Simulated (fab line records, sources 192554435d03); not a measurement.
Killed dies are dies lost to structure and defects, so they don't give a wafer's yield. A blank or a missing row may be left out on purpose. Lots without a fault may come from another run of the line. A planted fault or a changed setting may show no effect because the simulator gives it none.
Which tool did it? | flow n5_finfet | 10 lots, 30 wafers sampled, at 3 steps of a route of 1938

WHAT THE GAUGES READ, wafer by wafer
N5_BEOL_M6_INSPECT_13: inspects for defects (brightfield).
lot  | measured     | on                | raw_defect_count
L075 | day 9 01:10  | defect_inspect-02 | 424 342 369
L076 | day 9 16:57  | defect_inspect-02 | 318 332 309
L079 | day 9 23:08  | defect_inspect-01 | 384 343 431
L080 | day 10 01:35 | defect_inspect-01 | 330 344 329
L086 | day 12 07:53 | defect_inspect-01 | 462 368 585
L088 | day 12 18:34 | defect_inspect-02 | 318 330 345
L091 | day 14 01:07 | defect_inspect-02 | 348 321 400
L093 | day 14 14:25 | defect_inspect-02 | 404 358 395
L097 | day 14 19:56 | defect_inspect-01 | 406 437 510
L096 | day 15 04:46 | defect_inspect-02 | 407 359 374

WHICH TOOL RAN EACH LOT (tool, then ch and the chambers of the sampled wafers, then the start)
lot  | N5_BEOL_M5_STRIP_91                           | N5_BEOL_M5_ANNEAL_49
L075 | rie_diel-01 ch 1,2,3, day 8 18:20 or earlier  | pvd_sputter-01, day 8 18:20
L076 | rie_diel-02 ch 0,2,3, day 9 06:46 or earlier  | pvd_sputter-03, day 9 06:46
L079 | rie_diel-01 ch 0,1,3, day 9 11:53 or earlier  | pvd_sputter-01, day 9 11:53
L080 | rie_diel-02 ch 1,3, day 9 18:05 or earlier    | pvd_sputter-03, day 9 18:05
L086 | rie_diel-03 ch 0,1,3, day 11 23:55 or earlier | pvd_sputter-03, day 11 23:55
L088 | rie_diel-01 ch 0,2,3, day 12 11:18 or earlier | pvd_sputter-03, day 12 11:18
L091 | rie_diel-03 ch 0,1,3, day 13 17:14 or earlier | pvd_sputter-01, day 13 17:14
L093 | rie_diel-02 ch 1,2,3, day 14 04:37 or earlier | pvd_sputter-01, day 14 04:37
L097 | rie_diel-01 ch 0,1, day 14 10:18 or earlier   | pvd_sputter-01, day 14 10:18
L096 | rie_diel-03 ch 0,2,3, day 14 20:22 or earlier | pvd_sputter-01, day 14 20:22
- N5_BEOL_M5_STRIP_91: strips in N2/H2, time 10 s.
- N5_BEOL_M5_ANNEAL_49: time 1800 s.

THE ANSWER, worked out from the rows above alone
Rule: what is usual is taken from the lots themselves. Put in order of their means at a reading, lots are off if they are a third of the lots or fewer, leave a main group of 4 or more, and stand apart from it by a gap of 3 or more times the standard deviation of the main group's means; of several such gaps the widest counts. A main group whose means are all the same, to the digits that the tables above print for the reading, isn't used. A lot without any number at a reading at which 4 lots or more have one is off too. The other lots that the step has rows for count as sound.
No lot is off at any reading shown: from this, nothing can be told.

WHAT THE SIMULATOR HAD PUT IN
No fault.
